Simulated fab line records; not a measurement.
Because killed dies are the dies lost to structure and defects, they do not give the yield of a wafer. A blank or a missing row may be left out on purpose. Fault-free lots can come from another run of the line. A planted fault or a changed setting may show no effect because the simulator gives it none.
Which tool is to blame?    flow n5_finfet    35 wafers from 12 lots sampled at 5 of the route's 1938 steps

WHAT THE GAUGES SHOWED, per wafer
The record holds no reading of a measuring or inspecting step that can be judged against a usual standard deviation.

EACH LOT AND THE TOOL THAT RAN IT (in order: tool; ch and the chambers of the sampled wafers; start)
lot   N5_FIN_SAQP_SPACER1_ALD_24        N5_FIN_SAQP_MANDREL1_REMOVE_56   N5_FIN_SAQP_RECESS_71              N5_FIN_SAQP_MANDREL2_REMOVE_60   N5_PASSIVATION_PROBE_49
L987  ald_sin-04 ch 0,2, day 1 23:44    rie_si-03 ch 0,2,3, day 2 00:32  vapor_etch-02 ch 0,1, day 2 01:32  rie_si-02 ch 0,1,2, day 2 02:06  -
L988  ald_sin-02 ch 2,3, day 2 04:44    rie_si-03 ch 1,2,3, day 2 05:33  vapor_etch-02 ch 0, day 2 06:32    rie_si-02 ch 1,2,3, day 2 07:07  -
L990  ald_sin-03 ch 2,3, day 2 19:19    rie_si-02 ch 1,2, day 2 20:07    vapor_etch-02 ch 0,1, day 2 21:11  rie_si-01 ch 2,3, day 2 21:52    -
L993  ald_sin-02 ch 1,2, day 3 12:17    rie_si-02 ch 1,2,3, day 3 13:05  vapor_etch-01 ch 1, day 3 14:04    rie_si-03 ch 0,1,2, day 3 14:38  -
L994  ald_sin-04 ch 0,2,3, day 3 17:44  rie_si-03 ch 0,1,2, day 3 18:32  vapor_etch-01 ch 0,1, day 3 19:36  rie_si-01 ch 0,1,3, day 3 20:23  -
L995  ald_sin-02 ch 0,2,3, day 3 23:24  rie_si-02 ch 0,2,3, day 4 00:18  vapor_etch-01 ch 0,1, day 4 01:17  rie_si-03 ch 0,2,3, day 4 01:52  prober-02, day 14 20:02
L996  ald_sin-04 ch 1,2, day 4 07:11    rie_si-02 ch 0,1, day 4 07:59    vapor_etch-02 ch 0,1, day 4 09:06  rie_si-02 ch 0,3, day 4 09:39    -
L998  ald_sin-04 ch 1,2, day 4 18:00    rie_si-02 ch 0,1,3, day 4 18:48  vapor_etch-02 ch 0,1, day 4 20:41  rie_si-03 ch 2,3, day 4 22:17    prober-01, day 15 12:01
L100  ald_sin-04 ch 0,1,3, day 5 05:13  rie_si-03 ch 0,3, day 5 06:01    vapor_etch-02 ch 0,1, day 5 07:15  rie_si-01 ch 2,3, day 5 07:49    prober-02, day 15 13:18
L106  ald_sin-02 ch 0,1,3, day 6 16:56  rie_si-03 ch 1,2, day 6 17:44    vapor_etch-01 ch 0,1, day 6 18:52  rie_si-01 ch 0,1,2, day 6 19:25  -
L107  ald_sin-03 ch 0,2,3, day 7 00:03  rie_si-01 ch 0,2,3, day 7 00:52  vapor_etch-01 ch 0, day 7 01:51    rie_si-02 ch 0,3, day 7 02:24    -
L110  ald_sin-04 ch 0,1,3, day 7 17:49  rie_si-03 ch 0,2,3, day 7 18:41  vapor_etch-01 ch 0,1, day 7 20:21  rie_si-03 ch 0,1, day 7 20:54    -
- N5_FIN_SAQP_SPACER1_ALD_24: deposits SiO2, target thk 20.3 nm, pulse time 1 s, purge time 2 s.
- N5_FIN_SAQP_MANDREL1_REMOVE_56: chemistry HBr/Cl2/O2, target a-Si, stops on SiNx, bt time 10 s.
- N5_FIN_SAQP_RECESS_71: chemistry HF/NH3, target SiO2, target depth 3 nm, afs cycles 1, sublimation time 60 s.
- N5_FIN_SAQP_MANDREL2_REMOVE_60: chemistry HBr/Cl2/O2, target a-Si, stops on SiNx, bt time 10 s.
- N5_PASSIVATION_PROBE_49

WHAT THE TOOLS THEMSELVES READ (means of the sampled wafers that have a number; where no wafer has one, the mark that the record gives instead)
N5_FIN_SAQP_SPACER1_ALD_24. Usual: chamber_pressure_Torr 2.000 Torr, standard deviation 0.0046; heater_power_w 471 W, standard deviation 48; precursor_pulse_height_rel 1.001, standard deviation 0.02; susceptor_temp_C 300.02 C, standard deviation 0.18.
lot   tool        chamber_pressure_Torr (Torr)  heater_power_w (W)  precursor_pulse_height_rel  susceptor_temp_C (C)  flag
L987  ald_sin-04  1.999                         456                 1.006                       300.04                
L988  ald_sin-02  1.998                         495                 1.004                       300.19                
L990  ald_sin-03  1.996                         426                 1.026                       300.14                
L993  ald_sin-02  2.002                         503                 0.990                       300.21                
L994  ald_sin-04  1.996                         479                 0.984                       300.16                
L995  ald_sin-02  2.002                         472                 1.013                       299.86                
L996  ald_sin-04  2.003                         454                 1.001                       299.85                
L998  ald_sin-04  1.998                         519                 0.999                       318.44                OFF
L100  ald_sin-04  2.002                         538                 0.997                       318.49                OFF
L106  ald_sin-02  1.999                         445                 1.011                       300.03                
L107  ald_sin-03  2.000                         481                 0.987                       300.02                
L110  ald_sin-04  2.004                         473                 0.982                       299.94                

N5_FIN_SAQP_MANDREL1_REMOVE_56. Usual: drypump_motor_current_A 5.7 A, standard deviation 0.45; oes_product_au 0.991 a.u., standard deviation 0.022; throttle_valve_pct 36.8 %, standard deviation 0.32.
lot   tool       drypump_motor_current_A (A)  oes_product_au (a.u.)  throttle_valve_pct (%)  flag
L987  rie_si-03  5.6                          0.974                  36.7                    
L988  rie_si-03  5.3                          0.985                  36.8                    
L990  rie_si-02  6.0                          1.013                  36.2                    
L993  rie_si-02  6.1                          1.012                  36.4                    
L994  rie_si-03  5.5                          0.979                  36.9                    
L995  rie_si-02  6.0                          0.998                  36.6                    
L996  rie_si-02  6.0                          1.016                  36.7                    
L998  rie_si-02  6.2                          1.016                  36.6                    
L100  rie_si-03  5.7                          0.967                  36.9                    
L106  rie_si-03  5.2                          0.987                  37.0                    
L107  rie_si-01  5.9                          1.001                  36.7                    
L110  rie_si-03  5.6                          0.974                  36.7                    

N5_FIN_SAQP_RECESS_71. Usual: drypump_motor_current_A 6.17 A, standard deviation 0.18; foreline_p_Torr 0.1280 Torr, standard deviation 0.00064.
lot   tool           drypump_motor_current_A (A)  foreline_p_Torr (Torr)  flag
L987  vapor_etch-02  6.21                         0.1276                  
L988  vapor_etch-02  6.11                         0.1283                  
L990  vapor_etch-02  6.28                         0.1281                  
L993  vapor_etch-01  6.16                         0.1279                  
L994  vapor_etch-01  5.98                         0.1287                  
L995  vapor_etch-01  5.98                         0.1272                  
L996  vapor_etch-02  6.33                         0.1284                  
L998  vapor_etch-02  6.32                         0.1275                  
L100  vapor_etch-02  6.22                         0.1286                  
L106  vapor_etch-01  5.98                         0.1281                  
L107  vapor_etch-01  5.93                         0.1292                  
L110  vapor_etch-01  6.00                         0.1285                  

N5_FIN_SAQP_MANDREL2_REMOVE_60. Usual: drypump_motor_current_A 5.8 A, standard deviation 0.46; oes_product_au 1.000 a.u., standard deviation 0.019; throttle_valve_pct 36.7 %, standard deviation 0.32.
lot   tool       drypump_motor_current_A (A)  oes_product_au (a.u.)  throttle_valve_pct (%)  flag
L987  rie_si-02  5.9                          1.010                  36.5                    
L988  rie_si-02  6.1                          1.010                  36.4                    
L990  rie_si-01  5.5                          1.016                  36.8                    
L993  rie_si-03  5.5                          0.976                  36.9                    
L994  rie_si-01  5.8                          1.009                  37.0                    
L995  rie_si-03  5.6                          0.974                  36.7                    
L996  rie_si-02  6.3                          1.010                  36.7                    
L998  rie_si-03  5.5                          0.969                  36.5                    
L100  rie_si-01  5.5                          1.014                  36.9                    
L106  rie_si-01  5.8                          1.009                  36.9                    
L107  rie_si-02  6.3                          1.007                  36.7                    
L110  rie_si-03  5.6                          0.969                  37.1                    

N5_PASSIVATION_PROBE_49. Usual: killed_at_M0_to_M3 32, standard deviation 11; killed_at_M4_up 12, standard deviation 4.4; killed_at_contacts 13, standard deviation 6.1; killed_at_front_end 39, standard deviation 12; killed_at_other 3.9, standard deviation 3; killed_dies 100, standard deviation 17; killed_open 66, standard deviation 12; killed_short 33, standard deviation 7.4.
lot   tool       killed_at_M0_to_M3  killed_at_M4_up  killed_at_contacts  killed_at_front_end  killed_at_other  killed_dies  killed_open  killed_short  flag
L995  prober-02  26                  11               14                  47                   4.7              102          59           41            
L998  prober-01  47                  10               22                  53                   2.0              134          82           51            
L100  prober-02  28                  13               7                   34                   1.0              83           48           33            

THE ANSWER, worked out from the rows above alone
Rule: lot off if the mean of its wafers having a number is beyond 3 standard deviations from the usual mean. Also off: a lot with no number at a reading for which 4 or more lots have one. All remaining lots with rows at the step are treated as sound. Order of review: gauges by route order, followed by the tools' own readings, for which a lot's mean as printed above is used. The first step at which some lot is off is used, and at that step the reading that is off furthest; a lot without a number counts as furthest.
Off: L998, L100 (N5_FIN_SAQP_SPACER1_ALD_24, susceptor_temp_C).
A tool fits if, at that step or a process step before it, it ran every lot that is off, and no sound lot after the first of them. No candidate that was tried fits.

WHAT WAS PUT IN BY THE SIMULATOR
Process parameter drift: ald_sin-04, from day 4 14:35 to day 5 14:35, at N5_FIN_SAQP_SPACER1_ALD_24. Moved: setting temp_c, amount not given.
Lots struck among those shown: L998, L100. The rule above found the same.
